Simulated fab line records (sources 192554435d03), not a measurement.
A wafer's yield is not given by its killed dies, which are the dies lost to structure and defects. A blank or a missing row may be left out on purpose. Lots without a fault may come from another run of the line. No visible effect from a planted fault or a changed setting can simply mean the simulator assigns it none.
Chamber matching | flow n5 finfet | rie diel-01 running N5_BEOL_M8_STRIP_19: 4 sister chambers
The step strips in O2. 4 wafers are shown with their chamber, then 9 later ones without.

WAFERS WITH THEIR CHAMBER
wafer  | chamber | showerhead plenum p Torr (Torr)
L092.6 | 2       | 2.22
L091.3 | 1       | 2.06
L091.5 | 0       | 2.08
L091.6 | 3       | 2.21

WAFERS WITH NO CHAMBER GIVEN
wafer  | showerhead plenum p Torr (Torr)
L093.1 | 2.06
L093.4 | 2.08
L093.5 | 2.20
L095.2 | 2.21
L095.3 | 2.08
L095.5 | 2.21
L097.1 | 2.05
L097.2 | 2.20
L097.3 | 2.21

THE CHAMBER EACH PASSED THROUGH
wafer  | from the rows above     | in truth
L093.1 | 1                       | 1
L093.4 | 0                       | 0
L093.5 | can't be placed: 3 or 2 | 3
L095.2 | can't be placed: 3 or 2 | 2
L095.3 | 0                       | 0
L095.5 | can't be placed: 3 or 2 | 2
L097.1 | 1                       | 1
L097.2 | can't be placed: 3 or 2 | 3
L097.3 | can't be placed: 3 or 2 | 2
Placed correctly: 4 of 9. From these rows, 5 cannot be placed; in 5 the true chamber is one of the candidates. Wrongly placed: 0.
How it was worked out, from the rows above alone: a wafer's distance from a chamber is the root of the sum, over the readings, of the square of ((its reading less the chamber's mean) divided by the reading's scatter). If the next closest chamber is less than 2 further off than the closest, the wafer can't be placed; otherwise it belongs to the closest. A chamber's mean is the mean of its shown wafers. The scatter: with one shown wafer a chamber, the root of the mean of the squares of how far each hidden wafer lies from its nearest shown one.
